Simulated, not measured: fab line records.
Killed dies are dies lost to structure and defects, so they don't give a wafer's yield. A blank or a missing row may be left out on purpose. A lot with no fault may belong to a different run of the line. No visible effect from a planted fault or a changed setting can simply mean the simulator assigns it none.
Chamber matching	flow nand harc	NHARC_A_STAIRCASE_DEP_151 on pecvd-04 has 3 sister chambers
The step deposits SiO2, target thk 7200 nm. 6 wafers are shown with their chamber, then 10 later ones without.

== WAFERS WITH THEIR CHAMBER ==
wafer	chamber	heater power w (W)
L083.2	1	698
L083.4	1	618
L084.1	2	806
L084.6	0	561
L086.4	0	556
L086.5	2	641

== WAFERS WITH NO CHAMBER GIVEN ==
wafer	heater power w (W)
L086.6	613
L087.3	763
L087.5	563
L087.6	610
L090.1	742
L090.4	568
L090.6	643
L095.1	689
L095.2	667
L095.6	646

== WHICH CHAMBER EACH ONE RAN IN ==
wafer	from the rows above	in truth
L086.6	can't be placed: 1 or 0 or 2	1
L087.3	can't be placed: 2 or 1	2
L087.5	can't be placed: 0 or 1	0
L087.6	can't be placed: 1 or 0 or 2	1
L090.1	can't be placed: 2 or 1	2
L090.4	can't be placed: 0 or 1 or 2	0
L090.6	can't be placed: 1 or 2 or 0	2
L095.1	can't be placed: 1 or 2 or 0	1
L095.2	can't be placed: 1 or 2 or 0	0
L095.6	can't be placed: 1 or 2 or 0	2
Correct placement for 0 of the 10. From these rows, 10 cannot be placed; in 10 the true chamber is one of the candidates. 0 placed wrongly.
How it was worked out, from the rows above alone: a wafer's distance from a chamber is the root of the sum, over the readings, of the square of ((its reading less the chamber's mean) divided by the reading's scatter). The wafer belongs to the nearest chamber; if the next one is less than 2 further off, it can't be placed. A chamber's mean is the mean of its shown wafers. The scatter: take each reading less its chamber's mean, square it, sum over the shown wafers, divide by the number of wafers less the number of chambers, and take the root.
